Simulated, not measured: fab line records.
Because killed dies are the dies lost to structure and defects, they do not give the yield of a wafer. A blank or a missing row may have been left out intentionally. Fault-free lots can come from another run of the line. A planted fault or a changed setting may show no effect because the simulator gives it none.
Split-lot trial ; flow n5 finfet ; 39 wafers read across 7 lots, on a route 1938 steps long

== THE SPLIT ==
At N5_PMOS_HMC_CHANNEL_EPI_DESCUM_14 (chemistry O2, time 7.9 s), the setting time s was moved away from the recipe's 7.9 s on 12 of the 39 wafers read, by -50.2% to +57.6%. The other wafers ran this setting at the recipe's value.

The reading comes from the split's own step.

== THE READING ==
CAR-ArF-block_of_PMOS_HMC_CHANNEL_EPI_COAT_03.thk nm (the simulator's own value, which no gauge read), in nm, at N5_PMOS_HMC_CHANNEL_EPI_DESCUM_14 (chemistry O2, time 7.9 s). There is no usual value for it anywhere in the file. Average 198.3 nm, standard deviation 0.43 nm, over the 27 wafers here run with the recipe.

wafer;tool, chamber at the split;time s as run, s;against the recipe;CAR-ArF-block_of_PMOS_HMC_CHANNEL_EPI_COAT_03.thk nm, nm;against lot-mates on the recipe
L076.1;rie diel-04, 1;10.93;+38.4%;196.1;-2.2
L076.2;rie diel-04, 2;7.9;recipe;198.2;-
L076.3;rie diel-04, 3;7.9;recipe;198.6;-
L076.4;rie diel-04, 0;10.93;+38.4%;196.8;-1.5
L076.5;rie diel-04, 3;10.93;+38.4%;196.4;-1.9
L076.6;rie diel-04, 2;7.9;recipe;198.1;-
L078.1;rie diel-05, 3;7.9;recipe;198.6;-
L078.2;rie diel-05, 1;7.9;recipe;199.2;-
L078.3;rie diel-05, 0;7.9;recipe;199;-
L078.4;rie diel-05, 2;7.9;recipe;198.5;-
L078.5;rie diel-05, 0;7.9;recipe;198.2;-
L078.6;rie diel-05, 1;7.9;recipe;198.1;-
L082.1;rie diel-03, 2;7.9;recipe;197.8;-
L082.2;rie diel-03, 0;12.45;+57.6%;194.7;-2.9
L082.3;rie diel-03, 3;12.45;+57.6%;195.3;-2.3
L082.4;rie diel-03, 1;7.9;recipe;197.1;-
L082.5;rie diel-03, 2;12.45;+57.6%;195.9;-1.7
L082.6;rie diel-03, 1;7.9;recipe;198;-
L085.4;rie diel-05, 2;7.9;recipe;198.2;-
L085.5;rie diel-05, 0;7.9;recipe;198.9;-
L085.6;rie diel-05, 1;7.9;recipe;198.5;-
L087.1;rie diel-05, 0;7.9;recipe;197.9;-
L087.2;rie diel-05, 1;7.9;recipe;197.8;-
L087.3;rie diel-05, 2;7.9;recipe;198.5;-
L087.4;rie diel-05, 3;3.936;-50.2%;200;+1.9
L087.5;rie diel-05, 2;3.936;-50.2%;200.7;+2.6
L087.6;rie diel-05, 3;3.936;-50.2%;200.4;+2.3
L093.1;rie diel-05, 3;10.9;+38.0%;197.1;-1.6
L093.2;rie diel-05, 1,0;7.9;recipe;198.7;-
L093.3;rie diel-05, 1,0;7.9;recipe;198.7;-
L093.4;rie diel-05, 0;7.9;recipe;198.6;-
L093.5;rie diel-05, 1;10.9;+38.0%;198.4;-0.3
L093.6;rie diel-05, 3;10.9;+38.0%;197.2;-1.5
L095.1;rie diel-04, 0;7.9;recipe;198.5;-
L095.2;rie diel-04, 3,2,2;7.9;recipe;198.3;-
L095.4;rie diel-04, 3,2,2;7.9;recipe;198.3;-
L095.6;rie diel-04, 3,2,2;7.9;recipe;198.3;-
L095.3;rie diel-04, 1;7.9;recipe;198;-
L095.5;rie diel-04, 3;7.9;recipe;197.8;-
The file does not say which wafer passed through which chamber wherever a row lists several chambers: such a row stands for several wafers.

THE FIT
A straight line over all 39 wafers: CAR-ArF-block_of_PMOS_HMC_CHANNEL_EPI_COAT_03.thk nm changes by -0.0431 nm for each +1% of time s; r = -0.90; the points scatter about the line by 0.54 nm.
The same after taking each lot's own level away (the mean of its wafers on the recipe; 39 wafers): -0.0419 nm for each +1%; r = -0.94; scatter 0.39 nm.
Per that fit: largest time s move, reading shift of 2.4 nm.
Measured against the standard deviation above, the lots' own levels, which go from 197.63 to 198.67 nm, span 2.4 times it.
The two slopes are in agreement: the lot-to-lot level therefore moves the slope only a little.
Check: with one of the wafers moved furthest among these (+57.6%) left out of the fit, the line predicts -2.29 nm for it against its lot-mates. Against them it came out at -2.93 nm.

== THE FILE'S OWN FIT ==
CAR-ArF-block_of_PMOS_HMC_CHANNEL_EPI_COAT_03.thk nm changes by -0.0416 nm for each +1% of time s, r = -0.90.
